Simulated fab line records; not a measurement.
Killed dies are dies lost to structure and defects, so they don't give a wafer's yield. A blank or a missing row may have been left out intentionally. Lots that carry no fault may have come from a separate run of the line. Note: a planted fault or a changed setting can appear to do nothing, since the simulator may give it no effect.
A lot that was struck, set against a sound lot / flow n5Finfet / 17 steps out of a route of 1938
Sound: the wafers L432.1, L432.2, L432.3. Struck: wafers L427.3, L427.5 (left out: L427.2, a lot-mate that was not struck); the cause follows at the end.
Each step with rows lists, per side, the tool, then ch with its chambers, then its first start. Under that, the readings that differ: sound wafers / struck wafers / difference of the means / sigmas: that difference in standard deviations of wafers without a fault.
alike: readings with means less than 2 such deviations apart, plus words and numbers identical on both sides. not compared: withheld readings, readings lacking a value on some wafer, bounds such as >300 that could conceal the same value, and numbers that have no deviation in the record and whose values overlap.
Wherever a step has rows on one side only, a row that says differs or no value, or a row with sigmas, the two part there. Non-overlapping numbers with no deviation appear without sigmas and do not part them. Lack of a reading on every wafer of one side parts them only where that side has two or more wafers.

N5_BEOL_M4_ANNEAL_82: time 240 s.
  sound: pvdSputter-03 at day 13 14:16; struck: pvdSputter-02 at day 11 12:56
  alike: heaterPowerW
then, 3 steps without rows for these wafers: N5_BEOL_M4_SPUTTER_86 (material Cu, target thk 4.5 nm, time 8.29 s); N5_BEOL_M4_ANNEAL_87 (time 240 s); N5_BEOL_M4_SPUTTER_88 (material Cu, target thk 4.5 nm, time 8.29 s).
N5_BEOL_M4_ANNEAL_89: time 240 s.
  sound: pvdSputter-03 at day 13 14:43; struck: pvdSputter-02 at day 11 13:23
  alike: heaterPowerW
N5_BEOL_M4_SPUTTER_90: material Cu, target thk 4.5 nm, time 8.29 s.
  sound: pvdSputter-03 at day 13 14:51; struck: pvdSputter-02 at day 11 13:31
reading=throttleValvePct (%); sound=28.9 27.5 30.6; struck=31.6 31.6; difference=+2.6; sigmas=+2
  alike: chamberPressurePa
then, 1 step without rows for these wafers: N5_BEOL_M4_ANNEAL_91 (time 240 s).
N5_BEOL_M4_SPUTTER_92: material Cu, target thk 4.5 nm, time 8.29 s.
  sound: pvdSputter-03 at day 13 15:04; struck: pvdSputter-02 at day 11 13:44
reading=throttleValvePct (%); sound=29.0 27.2 30.4; struck=31.5 31.5; difference=+2.6; sigmas=+2
  alike: chamberPressurePa
then, 3 steps without rows for these wafers: N5_BEOL_M4_ANNEAL_93 (time 240 s); N5_BEOL_M4_SPUTTER_94 (material Cu, target thk 4.5 nm, time 8.29 s); N5_BEOL_M4_ANNEAL_95 (time 240 s).
N5_BEOL_M4_SPUTTER_96: material Cu, target thk 4.5 nm, time 8.29 s.
  sound: pvdSputter-03 at day 13 15:31; struck: pvdSputter-02 at day 11 14:11
  alike: chamberPressurePa, throttleValvePct
N5_BEOL_M4_ECD_50: material Cu, target thk 300 nm.
  sound on ecdCu-01 ch 0,1, day 13 15:38; struck on ecdCu-02 ch 0, day 11 14:18
reading=model.Cu_of_BEOL_M4_ECD_50.thkNm (nm); sound=304 299.4 302.8; struck=505.2 507.4; difference=+204.2; sigmas=
then, 1 step without rows for these wafers: N5_BEOL_M4_ANNEAL_51 (time 90 s).
N5_BEOL_M4_CMP_52: polishes, stops on SiOC, t overpolish 6.8 s, target thk 40 nm.
  sound on cmp-03 ch 0,1,3, day 13 16:03; struck on cmp-01 ch 0,1, day 11 14:41
reading=timeToEndpointS (s); sound=59 62 64; struck=104 111; difference=+46; sigmas=+14
  alike: motorCurrentA
N5_BEOL_M4_THK_MEAS_53: measures by xrf.
  sound: filmMetro-01 at day 13 16:18; struck: filmMetro-02 at day 11 14:58
  alike: M4_THK
N5_BEOL_M4_RC_MEAS_101:
  sound on prober-01 ch 0, day 13 16:40; struck on prober-01 ch 0, day 11 15:26
  alike: DIBL_N, DIBL_P, IOFF_N, IOFF_P, ION_N, ION_P, SS_N, SS_P, VT_N, VT_P

== WHERE THEY PART ==
Last at N5_BEOL_M4_CMP_52 as far as this record goes, first at N5_BEOL_M4_SPUTTER_90. Later steps at which nothing parts them and some readings are alike: N5_BEOL_M4_THK_MEAS_53, N5_BEOL_M4_RC_MEAS_101.

WHY: what the simulator had put in
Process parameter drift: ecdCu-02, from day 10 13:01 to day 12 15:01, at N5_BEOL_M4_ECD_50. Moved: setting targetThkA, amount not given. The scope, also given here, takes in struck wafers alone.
